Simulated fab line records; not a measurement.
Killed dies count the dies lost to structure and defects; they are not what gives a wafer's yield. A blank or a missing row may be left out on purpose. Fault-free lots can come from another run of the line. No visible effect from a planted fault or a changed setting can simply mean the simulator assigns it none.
Chamber matching    flow n5-finfet    3 sister chambers for N5_BEOL_M6_CURE_74 on uv-cure-02
The step cures SiCOH lowk, time 240 s. 6 wafers are shown with their chamber, then 12 later ones without.

WAFERS, EACH WITH ITS CHAMBER
wafer   chamber  wafer_temp_C_max  lamp-power-pct (%)
L083.2  1        386.5             52.30
L083.5  1        387.3             52.37
L084.5  2        387.5             52.37
L084.6  2        387.3             52.27
L087.2  0        387.0             52.29
L087.6  0        387.7             52.23

WAFERS WITHOUT THEIR CHAMBER
wafer   wafer_temp_C_max  lamp-power-pct (%)
L092.2  386.0             52.27
L092.5  386.8             52.24
L092.6  386.6             52.36
L094.4  386.5             52.31
L094.5  386.3             52.22
L094.6  386.4             52.23
L095.1  387.3             52.24
L095.3  386.5             52.39
L095.6  386.5             52.25
L095.2  386.3             52.28
L095.4  386.8             52.36
L095.5  386.4             52.31

WHICH CHAMBER EACH WENT THROUGH
wafer   from the rows above           in truth
L092.2  can't be placed: 1 or 0 or 2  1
L092.5  can't be placed: 0 or 1 or 2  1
L092.6  can't be placed: 1 or 2 or 0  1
L094.4  can't be placed: 1 or 2 or 0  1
L094.5  can't be placed: 1 or 0 or 2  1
L094.6  can't be placed: 1 or 0 or 2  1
L095.1  can't be placed: 0 or 2 or 1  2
L095.3  can't be placed: 1 or 2 or 0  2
L095.6  can't be placed: 1 or 0 or 2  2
L095.2  can't be placed: 1 or 0 or 2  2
L095.4  can't be placed: 1 or 2 or 0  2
L095.5  can't be placed: 1 or 2 or 0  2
Correctly placed: 0 of 12. Cannot be placed on the basis of these rows: 12; the candidates contain the true chamber in 12. 0 placed wrongly.
How it was worked out, from the rows above alone: a wafer's distance from a chamber is the root of the sum, over the readings, of the square of ((its reading less the chamber's mean) divided by the reading's scatter). If the next closest chamber is less than 2 further off than the closest, the wafer can't be placed; otherwise it belongs to the closest. The mean given for a chamber averages the wafers shown for that chamber. The scatter: the root of (the sum of the squares of (reading less its chamber's mean) over the shown wafers, divided by (wafers less chambers)).
